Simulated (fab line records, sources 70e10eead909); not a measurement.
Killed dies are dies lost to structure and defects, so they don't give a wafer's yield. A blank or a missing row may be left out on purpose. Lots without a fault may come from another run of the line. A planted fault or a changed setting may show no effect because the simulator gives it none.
fab line records | flow nand_harc | part 1 of 2: steps 1 to 4 of 6
record lots=23 wafers=69 last_day=24
route steps=1159 shown A_CHANNEL_FILL_D1@508 A_STAIRCASE@533
lots that met no fault: from a run of the same line without faults
start_h: hours from the record's first day to the start of the lot's first wafer shown | wait_h: hours since the lot's step before | " the same as in the row above | L1.1+2: a row that stands for several wafers | - no value, or no start given | * or withheld: withheld | < > ~ a bound
route shown NAME@n: a module of which the file shows steps, and the number in the route of the first | usual: mean/standard deviation of fault-free wafers | same: alike in all rows | chamber/n: place in a boat | sites: the reading at each site | _std_site: their standard deviation | _edge_site: outer sites' mean less inner sites' | radius_mm: how far each site lies from the wafer's centre | mask NAME#n: copy n | behind: the tool/chamber that last shaped the wafer | hold: why the lot was held/for how many hours/how that ended | device: the transistor (n, p or np) that didn't switch | end of line: the same wafers' tests at the end of the route | a step without rows: its recipe alone | killed: dies lost to structure and defects at the first sort, not the wafer's yield | map: a wafer's dies, x killed, . not, _ none there
set.NAME: the setting as run; set.NAME@STEP: as run at that earlier step | model.NAME: the simulator's own value behind a step, which no gauge read
steps of the route over a sample of lots; a table a step, a row a wafer
services: from which hour (start_h, from the record's first day; less than 0 if before it) a tool's chamber was out of use, for how many hours, and why
## steps
# step NHARC_A_CHANNEL_FILL_D1_ETCHBACK_08
# recipe target_depth_a=2200 time_s=110 c4f8_flow_sccm=20 ar_flow_sccm=withheld rf_w=600 bias_w=300 chemistry=C4F8
# usual oes_product_au=0.95/0.039 rf_vpp_V=440.6/2.7
# columns lot.wafer tool chamber start_h wait_h oes_product_au rf_hours_counter_h rf_vpp_V
L074.1 rie_diel-11 3 - - 0.94 5.0 446.0
L074.2 " 0 " " 0.93 4.8 438.5
L074.4 " 1 " " 0.93 5.0 444.1
L075.1 rie_diel-04 3 - - 0.93 4.0 439.4
L075.4 " 0 " " 0.94 3.8 438.1
L075.6 " 2 " " 0.91 - 437.5
L077.4 rie_diel-04 0 - - 0.93 3.9 439.5
L077.6 " 0 " " 0.92 - 439.7
L077.5 " 1 " " 0.91 - 439.2
L076.1 rie_diel-13 2 - - 0.91 3.4 445.0
L076.4 " 0 " " 0.91 3.6 443.5
L076.6 " 3 " " 0.93 - 440.7
L080.3 rie_diel-13 2 - - 0.91 3.4 443.7
L080.4 " 0 " " 0.90 3.6 444.7
L080.6 " 2 " " 0.91 - 446.0
L078.4 rie_diel-13 2 - - 0.91 3.5 444.4
L078.2 " 0 " " 0.89 3.6 444.5
L078.6 " 2 " " 0.91 - 445.6
L079.4 rie_diel-13 1 - - 0.97 3.5 437.6
L079.3 " 3 " " 0.99 3.7 441.2
L079.5 " 1 " " 0.97 - 437.9
L083.3 rie_diel-13 2 - - 0.92 3.7 445.1
L083.4 " 3 " " 0.93 4.1 440.3
L083.5 " 0 " " 0.91 - 444.1
L082.1 rie_diel-04 1 - - 0.92 5.0 439.6
L082.6 " 2 " " 0.93 - 436.1
L082.5 " 3 " " 0.94 - 440.3
L084.4 rie_diel-04 2 - - 0.92 5.1 436.7
L084.1 " 1 " " 0.91 5.2 441.2
L084.5 " 2 " " 0.91 - 435.9
L085.2 rie_diel-13 0 - - 1.01 0.0 443.8
L085.4 " 1 " " 0.99 0.0 438.0
L085.6 " 3 " " 1.01 - 442.2
L086.2 rie_diel-13 1 - - 0.99 0.3 438.0
L086.5 " 0 " " 1.00 - 441.8
L086.6 " 1 " " 0.99 - 438.2
L087.2 rie_diel-04 1 - - 0.99 0.1 439.9
L087.5 " 3 " " 1.02 - 439.2
L087.6 " 0 " " 1.00 - 437.4
L089.1 rie_diel-13 1 - - 0.91 0.7 438.5
L089.4 " 3 " " 0.94 0.7 441.7
L089.5 " 0 " " 0.93 - 443.1
L090.2 rie_diel-04 3 - - 0.93 0.4 440.1
L090.1 " 2 " " 0.93 0.4 436.5
L090.5 " 0 " " 0.93 - 438.9
L088.2 rie_diel-13 1 - - 0.90 1.2 439.4
L088.4 " 0 " " 0.91 1.1 443.1
L088.5 " 1 " " 0.91 - 439.2
L091.4 rie_diel-13 0 - - 1.00 1.2 443.5
L091.3 " 1 " " 0.99 1.3 438.3
L091.5 " 0 " " 1.00 - 442.7
L093.3 rie_diel-04 1 - - 0.99 1.1 439.3
L093.6 " 1 " " 0.97 - 440.3
L093.5 " 2 " " 1.00 - 437.2
L092.3 rie_diel-13 3 - - 0.98 1.2 440.9
L092.4 " 1 " " 0.95 1.3 439.6
L092.6 " 0 " " 0.96 - 441.3
L095.3 rie_diel-04 2 - - 1.00 1.4 436.3
L095.4 " 1 " " 0.98 1.4 439.4
L095.6 " 2 " " 1.00 - 436.2
L094.4 rie_diel-13 3 - - 1.01 1.4 440.1
L094.3 " 0 " " 0.98 1.4 441.7
L094.2 " 1 " " 0.98 1.4 438.6
L096.4 rie_diel-13 3 - - 1.02 1.6 441.1
L096.3 " 1 " " 0.99 1.6 440.2
L096.5 " 2 " " 1.02 - 444.1
L097.3 rie_diel-04 2 - - 0.93 2.3 435.4
L097.5 " 3 " " 0.93 - 438.7
L097.6 " 0 " " 0.92 - 438.6
# step NHARC_A_STAIRCASE_STRIP_171
# recipe power_w=1500 temp_c=250 chemistry=O2
# usual drypump_motor_current_A=6.24/0.092 heater_power_w=329/14
# columns lot.wafer tool chamber start_h wait_h drypump_motor_current_A heater_power_w rf_hours_counter_h
L074.1 plasma_asher-01 1 242.78 - 6.09 323 43
L074.2 " 0 " " 6.21 307 43
L074.4 " 1 " " 6.11 327 -
L075.1 plasma_asher-01 0 245.97 - 6.26 304 45
L075.4 " 0 " " 6.22 298 -
L075.6 " 1 " " 6.15 325 -
L077.4 plasma_asher-02 1 249.53 - 6.33 341 -
L077.6 " 0 " " 6.17 319 -
L077.5 " 1 " " 6.31 352 -
L076.1 plasma_asher-02 0 253.67 - 6.18 326 20
L076.4 " 0 " " 6.19 329 -
L076.6 " 1 " " 6.38 354 -
L079.3 plasma_asher-02 0 256.62 - 6.19 325 -
L079.4 " 1 " " 6.38 343 -
L079.5 " 1 " " 6.41 347 -
L078.2 plasma_asher-02 0 256.82 - 6.22 325 21
L078.4 " 1 " " 6.29 350 -
L078.6 " 1 " " 6.35 343 -
L080.4 plasma_asher-02 0 257.48 - 6.22 327 -
L080.3 " 1 " " 6.39 340 -
L080.6 " 1 " " 6.37 352 -
L083.3 plasma_asher-02 1 275.29 - 6.34 347 -
L083.4 " 0 " " 6.22 332 -
L083.5 " 0 " " 6.19 323 -
L082.1 plasma_asher-02 0 282.29 - 6.23 318 31
L082.5 " 0 " " 6.23 322 -
L082.6 " 1 " " 6.33 349 -
L085.2 plasma_asher-01 1 294.63 - 6.13 323 3
L085.4 " 1 " " 6.14 317 -
L085.6 " 1 " " 6.14 328 -
L084.1 plasma_asher-01 0 294.91 - 6.19 316 3
L084.4 " 1 " " 6.14 320 -
L084.5 " 1 " " 6.11 321 -
L087.2 plasma_asher-02 0 307.86 - 6.19 320 40
L087.6 " 0 " " 6.21 325 -
L087.5 " 1 " " 6.33 346 -
L086.2 plasma_asher-01 0 307.88 - 6.18 322 7
L086.6 " 1 " " 6.14 325 -
L086.5 " 0 " " 6.17 327 -
L090.2 plasma_asher-02 0 329.51 0.1 6.21 322 47
L090.1 " 1 " " 6.38 358 47
L090.5 " 0 " " 6.16 333 -
L089.1 plasma_asher-02 1 329.84 - 6.40 358 47
L089.4 " 1 " " 6.44 342 -
L089.5 " 0 " " 6.23 325 -
L088.2 plasma_asher-02 1 337.39 - 6.39 353 48
L088.4 " 0 " " 6.23 328 -
L088.5 " 1 " " 6.37 347 -
L091.3 plasma_asher-02 0 341.12 - 6.24 316 -
L091.4 " 1 " " 6.36 344 -
L091.5 " 1 " " 6.39 347 -
L093.3 plasma_asher-02 1 341.40 - 6.39 346 -
L093.5 " 1 " " 6.36 343 -
L093.6 " 0 " " 6.18 325 -
L092.3 plasma_asher-01 0 345.41 - 6.21 314 -
L092.4 " 1 " " 6.12 323 -
L092.6 " 0 " " 6.27 329 -
L095.4 plasma_asher-01 1 351.93 - 6.16 330 -
L095.3 " 0 " " 6.21 308 -
L095.6 " 1 " " 6.14 332 -
L094.2 plasma_asher-02 0 351.95 - 6.22 329 54
L094.3 " 0 " " 6.21 329 -
L094.4 " 1 " " 6.52 347 -
L096.3 plasma_asher-01 0 359.44 - 6.25 321 -
L096.4 " 1 " " 6.16 329 -
L096.5 " 1 " " 6.14 324 -
L097.3 plasma_asher-01 0 376.01 - 6.22 317 -
L097.6 " 1 " " 6.15 323 -
L097.5 " 0 " " 6.20 315 -
# step NHARC_A_STAIRCASE_TRIM_12
# recipe time_s=211.2 o2_flow_sccm=500 ar_flow_sccm=0 bias_w=0 chemistry=O2
# usual drypump_motor_current_A=5.9/0.5 mfc_ar_sccm=0.006/0.011 oes_product_au=1.003/0.0086 rf_vpp_V=57.7/0.84 showerhead_plenum_p_Torr=3.51/0.12 throttle_valve_pct=17.038/0.009
# columns lot.wafer tool chamber start_h wait_h drypump_motor_current_A mfc_ar_sccm oes_product_au rf_hours_counter_h rf_vpp_V showerhead_plenum_p_Torr throttle_valve_pct
L074.1 rie_diel-07 0 244.35 0.1 6.6 0.032 1.000 2 57.3 3.40 17.051
L074.2 " 1 " " 5.8 0 1.004 3 58.0 3.34 17.049
L074.4 " 2 " " 5.7 0 0.996 4 59.5 3.68 17.039
L075.1 rie_diel-07 3 247.66 0.1 6.4 0 1.008 4 59.3 3.61 17.054
L075.4 " 1 " " 5.8 0 1.020 3 58.0 3.34 17.044
L075.6 " 0 " " 6.5 0.032 1.010 - 57.8 3.40 17.037
L077.4 rie_diel-07 3 251.02 0.1 6.3 0 0.998 5 58.3 3.61 17.053
L077.6 " 1 " " 5.8 0 1.011 - 58.9 3.34 17.034
L077.5 " 2 " " 5.8 0 1.003 - 57.9 3.68 17.040
L076.4 rie_diel-06 3 255.30 0.1 6.1 0 1.012 1 57.4 3.58 17.025
L076.1 " 1 " " 6.1 0 0.982 1 57.3 3.43 17.044
L076.6 " 0 " " 5.6 0.003 1.005 - 57.1 3.31 17.031
L079.3 rie_diel-07 3 258.17 0.1 6.4 0 1.005 9 57.6 3.60 17.029
L079.4 " 0 " " 6.6 0.032 1.005 8 57.8 3.40 17.038
L079.5 " 1 " " 5.8 0 1.016 - 56.2 3.34 17.040
L078.2 rie_diel-06 3 258.56 0.3 6.1 0 1.003 3 56.7 3.58 17.037
L078.4 " 1 " " 6.1 0 0.991 3 58.2 3.43 17.053
L078.6 " 2 " " 5.0 0 1.000 - 58.9 3.61 17.023
L080.4 rie_diel-07 3 258.91 0.1 6.4 0 1.009 9 59.0 3.60 17.044
L080.3 " 1 " " 5.8 0 1.018 9 57.5 3.34 17.019
L080.6 " 0 " " 6.6 0.032 0.997 - 57.0 3.40 17.046
L083.3 rie_diel-09 0 276.82 0.1 4.8 0 1.007 8 58.2 3.51 17.040
L083.4 " 2 " " 6.2 0 1.009 5 57.6 3.60 17.040
L083.5 " 3 " " 6.4 0.009 0.996 - 59.1 3.59 17.045
L082.1 rie_diel-09 3 283.81 0.1 6.4 0.009 1.000 10 59.3 3.59 17.031
L082.6 " 3 " " 6.4 0.009 0.998 - 56.9 3.59 17.036
L082.5 " 0 " " 4.8 0 0.996 - 58.1 3.51 17.045
L085.2 rie_diel-06 0 296.23 0.1 5.6 0.003 1.004 19 56.5 3.30 17.027
L085.4 " 1 " " 6.0 0 0.991 - 58.4 3.42 17.044
L085.6 " 0 " " 5.6 0.003 0.998 - 58.7 3.30 17.041
L084.4 rie_diel-09 2 296.46 0.1 6.2 0 1.001 10 58.1 3.60 17.044
L084.1 " 1 " " 5.8 0.029 0.996 11 58.1 3.59 17.029
L084.5 " 2 " " 6.2 0 1.007 - 58.8 3.60 17.035
L086.2 rie_diel-09 3 309.53 0.1 6.3 0.009 0.992 19 57.0 3.58 17.026
L086.5 " 3 " " 6.3 0.009 0.991 - 58.5 3.58 17.026
L086.6 " 0 " " 4.8 0 0.995 - 58.1 3.51 17.032
L087.2 rie_diel-09 0 309.64 0.2 4.8 0 0.998 20 57.7 3.51 17.036
L087.6 " 2 " " 6.2 0 0.993 - 57.1 3.60 17.045
L087.5 " 3 " " 6.4 0.009 0.986 - 59.0 3.58 17.023
L090.2 rie_diel-06 3 331.13 0.1 6.1 0 0.995 21 58.7 3.57 17.060
L090.1 " 2 " " 5.0 0 1.011 30 58.9 3.60 17.044
L090.5 " 3 " " 6.1 0 1.003 - 57.5 3.57 17.024
L089.4 rie_diel-07 1 331.41 0.1 5.7 0 1.003 39 56.7 3.32 17.043
L089.1 " 0 " " 6.5 0.032 0.998 38 57.4 3.38 17.024
L089.5 " 2 " " 5.8 0 1.000 - 58.8 3.66 17.034
L088.2 rie_diel-07 0 338.99 0.1 6.6 0.032 1.006 41 57.5 3.38 17.064
L088.4 " 2 " " 5.8 0 1.004 38 57.6 3.66 17.027
L088.5 " 1 " " 5.7 0 1.024 - 56.6 3.32 17.047
L091.3 rie_diel-06 3 342.58 0.1 6.1 0 1.014 26 58.5 3.57 17.037
L091.4 " 1 " " 6.0 0 0.996 - 57.4 3.42 17.045
L091.5 " 2 " " 5.0 0 1.014 - 57.8 3.60 17.054
L093.3 rie_diel-09 1 342.99 0.1 5.7 0.029 0.994 25 57.5 3.58 17.042
L093.6 " 1 " " 5.8 0.029 0.996 - 56.3 3.58 17.032
L093.5 " 2 " " 6.2 0 0.999 - 59.1 3.59 17.028
L092.3 rie_diel-06 3 346.92 0.1 6.1 0 1.010 28 57.3 3.57 17.013
L092.4 " 3 " " 6.1 0 1.006 - 58.5 3.57 17.041
L092.6 " 2 " " 5.0 0 1.003 - 58.4 3.59 17.037
L095.3 rie_diel-07 0 353.34 0.1 6.5 0.032 1.007 47 56.7 3.38 17.054
L095.6 " 0 " " 6.5 0.032 1.020 - 57.4 3.38 17.034
L095.4 " 1 " " 5.7 0 1.017 - 57.4 3.32 17.054
L094.3 rie_diel-07 1 353.57 0.1 5.8 0 1.007 48 55.9 3.32 17.040
L094.2 " 0 " " 6.5 0.032 1.008 47 57.0 3.38 17.035
L094.4 " 1 " " 5.8 0 1.010 - 56.1 3.32 17.035
L096.3 rie_diel-06 1 361.12 0.2 6.1 0 0.991 45 57.4 3.41 17.036
L096.5 " 2 " " 5.0 0 1.017 - 58.3 3.59 17.036
L096.4 " 1 " " 6.1 0 0.991 - 57.9 3.41 17.036
L097.3 rie_diel-06 1 377.50 0.2 6.0 0 1.004 53 56.8 3.41 17.023
L097.6 " 3 " " 6.1 0 1.013 - 57.0 3.56 17.034
L097.5 " 1 " " 6.0 0 0.994 - 56.8 3.41 17.030
# step NHARC_A_STAIRCASE_ETCH_188
# recipe target_depth_a=1000 time_s=40.5 ion_energy_ev=400 c4f8_flow_sccm=20 o2_flow_sccm=10 ar_flow_sccm=withheld rf_w=600 bias_w=1000 chemistry=C4F8/O2
# usual oes_product_au=0.944/0.013 rf_vpp_V=896/4.1
# columns lot.wafer tool chamber start_h wait_h oes_product_au rf_hours_counter_h rf_vpp_V
L074.2 rie_diel-09 2 - - 0.962 54 898
L074.4 " 3 " " 0.949 56 898
L074.1 " 0 " " 0.952 60 895
L075.4 rie_diel-09 0 - - 0.957 61 894
L075.1 " 3 " " 0.964 58 899
L075.6 " 0 " " 0.949 - 896
L077.4 rie_diel-07 1 - - 0.965 7 889
L077.5 " 3 " " 0.954 - 897
L077.6 " 0 " " 0.954 - 890
L076.4 rie_diel-07 3 - - 0.926 10 899
L076.1 " 0 " " 0.931 10 891
L076.6 " 2 " " 0.929 - 901
L079.4 rie_diel-09 0 - - 0.959 0 895
L079.3 " 1 " " 0.951 0 899
L079.5 " 0 " " 0.954 - 896
L078.2 rie_diel-06 1 - - 0.963 8 893
L078.4 " 2 " " 0.950 8 899
L078.6 " 0 " " 0.965 - 888
L080.4 rie_diel-09 0 - - 0.944 1 896
L080.3 " 1 " " 0.923 1 899
L080.6 " 3 " " 0.929 - 899
L083.4 rie_diel-09 1 - - 0.929 8 899
L083.3 " 2 " " 0.954 8 899
L083.5 " 2 " " 0.960 - 899
L082.1 rie_diel-09 3 - - 0.919 12 898
L082.5 " 1 " " 0.924 - 899
L082.6 " 3 " " 0.915 - 900
L085.2 rie_diel-07 0 - - 0.949 25 892
L085.4 " 3 " " 0.962 23 899
L085.6 " 0 " " 0.965 - 892
L084.4 rie_diel-09 0 - - 0.937 16 896
L084.1 " 2 " " 0.956 12 898
L084.5 " 1 " " 0.956 - 899
L086.2 rie_diel-06 0 - - 0.952 26 887
L086.6 " 2 " " 0.960 - 900
L086.5 " 3 " " 0.933 - 898
L087.2 rie_diel-09 2 - - 0.928 16 897
L087.6 " 1 " " 0.935 - 899
L087.5 " 2 " " 0.941 - 899
L089.1 rie_diel-09 3 - - 0.943 27 899
L089.4 " 0 " " 0.952 28 895
L089.5 " 1 " " 0.946 - 898
L090.2 rie_diel-07 2 - - 0.927 38 900
L090.1 " 1 " " 0.956 41 888
L090.5 " 2 " " 0.927 - 901
L088.2 rie_diel-07 1 - - 0.948 43 887
L088.4 " 3 " " 0.936 - 900
L088.5 " 1 " " 0.941 - 889
L091.4 rie_diel-09 1 - - 0.940 28 896
L091.3 " 2 " " 0.947 26 901
L091.5 " 0 " " 0.954 - 896
L093.3 rie_diel-07 0 - - 0.939 44 890
L093.5 " 1 " " 0.939 - 889
L093.6 " 3 " " 0.934 - 899
L092.3 rie_diel-07 1 - - 0.953 47 888
L092.4 " 3 " " 0.961 - 898
L092.6 " 0 " " 0.957 - 891
L094.2 rie_diel-09 3 - - 0.924 36 899
L094.3 " 0 " " 0.944 37 896
L094.4 " 2 " " 0.968 32 898
L095.3 rie_diel-06 1 - - 0.916 44 891
L095.4 " 3 " " 0.940 - 897
L095.6 " 1 " " 0.919 - 891
L096.3 rie_diel-07 0 - - 0.959 52 889
L096.4 " 2 " " 0.943 42 902
L096.5 " 3 " " 0.942 - 898
L097.3 rie_diel-07 1 - - 0.940 59 888
L097.5 " 1 " " 0.935 - 888
L097.6 " 2 " " 0.943 - 900
